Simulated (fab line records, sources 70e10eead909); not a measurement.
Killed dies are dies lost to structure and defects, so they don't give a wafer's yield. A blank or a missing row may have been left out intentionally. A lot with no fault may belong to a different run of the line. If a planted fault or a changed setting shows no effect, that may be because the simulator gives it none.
Comparing a struck lot with a sound one + flow nand-harc + 15 out of 1159 route steps
Sound: these wafers, L531.2, L531.3, L531.5. The struck wafers were L523.1, L523.3, L523.4. At the end, the cause is stated.
At each step with rows: each side's tool, then ch and its chambers, then its first start. Under that, the readings that differ: sound wafers + struck wafers + difference of the means + sigmas: that difference in standard deviations of wafers without a fault.
alike: readings with means less than 2 such deviations apart, plus words and numbers identical on both sides. not compared: withheld readings, readings lacking a value on some wafer, bounds such as >300 that could conceal the same value, and numbers that have no deviation in the record and whose values overlap.
A row with sigmas, a row that says differs or no value, or rows on one side alone: a step with any of these is where the two part. When numbers do not overlap yet have no deviation, they are printed without sigmas and do not part them. A reading that every wafer of one side lacks parts them only if that side has two wafers or more.

NHARC_P_BONDPAD_CD_MEAS_09: the cd target is 500 nm.
  sound on cd-sem-03 ch 0, day 10 10:17; struck on cd-sem-01 ch 0, day 7 23:08
| reading    | sound             | struck            | difference | sigmas |
|------------|-------------------|-------------------|------------|--------|
| cd-nm (nm) | 496.8 498.9 497.1 | 501.9 500.6 499.3 | +3.0       | +2     |
NHARC_P_BONDPAD_OVL_MEAS_38:
  sound: overlay-02 at day 10 10:22; struck: overlay-01 at day 7 23:13
| reading           | sound       | struck | difference | sigmas |
|-------------------|-------------|--------|------------|--------|
| overlay-x-nm (nm) | -14 -14 -14 | 2 2 2  | +16        | +2     |
  alike: overlay-y-nm
then, 2 steps without rows for these wafers: NHARC_P_BONDPAD_HARDBAKE_10 (time 65 s); NHARC_P_BONDPAD_DESCUM_11 (chemistry O2, time 3 s).
NHARC_P_BONDPAD_ETCH_37: etches the open film in N2/H2, target depth 60 nm, overetch 18 nm, time 65.91 s.
  sound on rie-diel-04 ch 2,3, day 10 10:34; struck on rie-diel-04 ch 0,1,2, day 7 23:25
  alike: bias-w, drypump-motor-current-A, oes-product-au, rf-fwd-power-W, rf-vpp-V, showerhead-plenum-p-Torr, throttle-valve-pct
  not compared: rf-hours-counter-h
NHARC_P_BONDPAD_ETCH_12: etches the open film in CHF3/O2, target depth 200 nm, time 100 s.
  sound on rie-diel-04 ch 1,3; struck on rie-diel-04 ch 0,1,3
  alike: bias-w, chf3-flow-sccm, drypump-motor-current-A, oes-product-au, rf-fwd-power-W, rf-vpp-V, showerhead-plenum-p-Torr, throttle-valve-pct
  not compared: rf-hours-counter-h
NHARC_P_BONDPAD_CD_MEAS_13:
  sound: cd-sem-03 at day 10 10:48; struck: cd-sem-02 at day 7 23:39
  alike: cd-nm
then, 1 step without rows for these wafers: NHARC_P_BONDPAD_STRIP_15 (strips in O2).
NHARC_P_BONDPAD_ETCH_24: etches the open film in CF4/N2, target depth 30 nm, time 72.99 s.
  sound on rie-diel-13 ch 0,1,3; struck on rie-diel-04 ch 0,1,2
  alike: bias-w, drypump-motor-current-A, oes-product-au, rf-fwd-power-W, rf-vpp-V, showerhead-plenum-p-Torr, throttle-valve-pct
  not compared: rf-hours-counter-h
then, 1 step without rows for these wafers: NHARC_P_BONDPAD_STRIP_16 (strips in post etch residue remover, time 600 s).
NHARC_P_BONDPAD_DEGAS_25: time 60 s.
  sound: pvd-sputter-02 at day 10 11:27; struck: pvd-sputter-02 at day 8 00:17
  alike: heater-power-w
NHARC_P_BONDPAD_PRE_CLEAN_26: time 30 s.
  sound on pvd-sputter-02; struck on pvd-sputter-02
  alike: heater-power-w
NHARC_P_BONDPAD_PVD_17: deposits TaN, target thk 5 nm, time 8.06 s.
  sound: pvd-sputter-02 at day 10 11:33; struck: pvd-sputter-02 at day 8 00:40
  alike: throttle-valve-pct
then, 1 step without rows for these wafers: NHARC_P_BONDPAD_PVD_27 (deposits Cu, target thk 30 nm, time 20.49 s).
-- the record jumps here: 12 days lie between the struck wafers' starts before and after (it left off in module P_BONDPAD and takes up again in module END, whose first step shown is number 1159 of the route) --
NHARC_END_SORT_01:
  sound on prober-02 ch 0, day 23 05:32; struck on prober-01 ch 0, day 20 02:19
  alike: defect-limited-yield, killed-at-array, killed-at-other, killed-at-periphery, killed-dies, killed-open, killed-short, sort_bin_2_pct, sort_bin_3_pct, sort_bin_4_pct, sort-n-pass, sort-rim-yield-pct, sort-yield-pct

WHERE THEY PART
First at NHARC_P_BONDPAD_CD_MEAS_09; last, within this record, at NHARC_P_BONDPAD_OVL_MEAS_38. Later steps at which nothing parts them and some readings are alike: NHARC_P_BONDPAD_ETCH_37, NHARC_P_BONDPAD_ETCH_12, NHARC_P_BONDPAD_CD_MEAS_13, NHARC_P_BONDPAD_ETCH_24, NHARC_P_BONDPAD_DEGAS_25, NHARC_P_BONDPAD_PRE_CLEAN_26, NHARC_P_BONDPAD_PVD_17, NHARC_END_SORT_01.

WHY: what the simulator had put in
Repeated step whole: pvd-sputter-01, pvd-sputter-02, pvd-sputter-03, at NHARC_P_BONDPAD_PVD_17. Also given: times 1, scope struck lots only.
